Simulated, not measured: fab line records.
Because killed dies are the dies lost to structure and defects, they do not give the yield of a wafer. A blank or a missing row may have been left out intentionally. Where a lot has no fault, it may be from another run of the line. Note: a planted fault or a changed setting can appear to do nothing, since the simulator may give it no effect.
The tool behind it: which one? + flow n5-finfet + 72 wafers sampled from 24 lots at 1 step of a route of 1938

== WHAT THE GAUGES READ, wafer by wafer ==
N5_BEOL_M1_INSPECT_30: inspects for defects (brightfield). Usual: 410 for raw-defect-count, sd 110.
| lot  | measured     | on                | raw-defect-count | flag |
|------|--------------|-------------------|------------------|------|
| L074 | day 6 06:42  | defect-inspect-01 | 391 363 417      |      |
| L075 | day 6 10:53  | defect-inspect-02 | 326 407 274      |      |
| L076 | day 6 11:43  | defect-inspect-01 | 556 322 605      |      |
| L077 | day 6 20:28  | defect-inspect-01 | 337 318 480      |      |
| L078 | day 7 07:02  | defect-inspect-01 | 510 406 399      |      |
| L079 | day 7 09:50  | defect-inspect-01 | 391 521 376      |      |
| L080 | day 7 18:29  | defect-inspect-01 | 486 466 389      |      |
| L081 | day 7 23:12  | defect-inspect-01 | 363 501 470      |      |
| L082 | day 8 07:32  | defect-inspect-02 | 271 265 261      |      |
| L083 | day 8 10:17  | defect-inspect-02 | 290 270 309      |      |
| L084 | day 8 12:55  | defect-inspect-01 | 444 429 462      |      |
| L085 | day 8 21:17  | defect-inspect-02 | 482 373 506      |      |
| L086 | day 9 09:04  | defect-inspect-02 | 409 252 306      |      |
| L087 | day 9 09:29  | defect-inspect-02 | 426 478 325      |      |
| L088 | day 9 15:02  | defect-inspect-02 | 285 421 379      |      |
| L089 | day 9 21:51  | defect-inspect-01 | 494 635 750      |      |
| L090 | day 10 02:45 | defect-inspect-02 | 392 319 334      |      |
| L091 | day 10 06:19 | defect-inspect-01 | 483 446 359      |      |
| L093 | day 11 10:28 | defect-inspect-02 | 396 457 400      |      |
| L092 | day 11 11:08 | defect-inspect-02 | 267 405 308      |      |
| L094 | day 11 13:13 | defect-inspect-02 | 302 376 373      |      |
| L095 | day 11 14:37 | defect-inspect-01 | 504 560 558      |      |
| L096 | day 11 16:59 | defect-inspect-02 | 564 447 682      |      |
| L097 | day 12 03:56 | defect-inspect-02 | 356 470 493      |      |

== TOOL THAT RAN EACH LOT (tool first, then ch and the chambers of the sampled wafers, then the start) ==
Before these readings, the record contains no process step.

== WHAT THE TOOLS THEMSELVES READ (means of the sampled wafers that have a number; where no wafer has one, the mark that the record gives instead) ==
The record holds no such reading with a usual standard deviation.

== THE ANSWER, worked out from the rows above alone ==
Rule: a lot is off if the mean of its wafers that have a number lies more than 3 standard deviations from the usual mean. Also off: a lot with no number at a reading for which 4 or more lots have one. Where the step has rows for the other lots, those lots are counted as sound. After the gauges, taken in route order, come the tools' own readings; for these a lot's mean is taken, as printed above. At the first step where some lot is off, the reading lying furthest off is the one used; lots without a number count as furthest.
Nothing can be told from this: no lot is off at any reading shown.

== WHAT WAS PUT IN BY THE SIMULATOR ==
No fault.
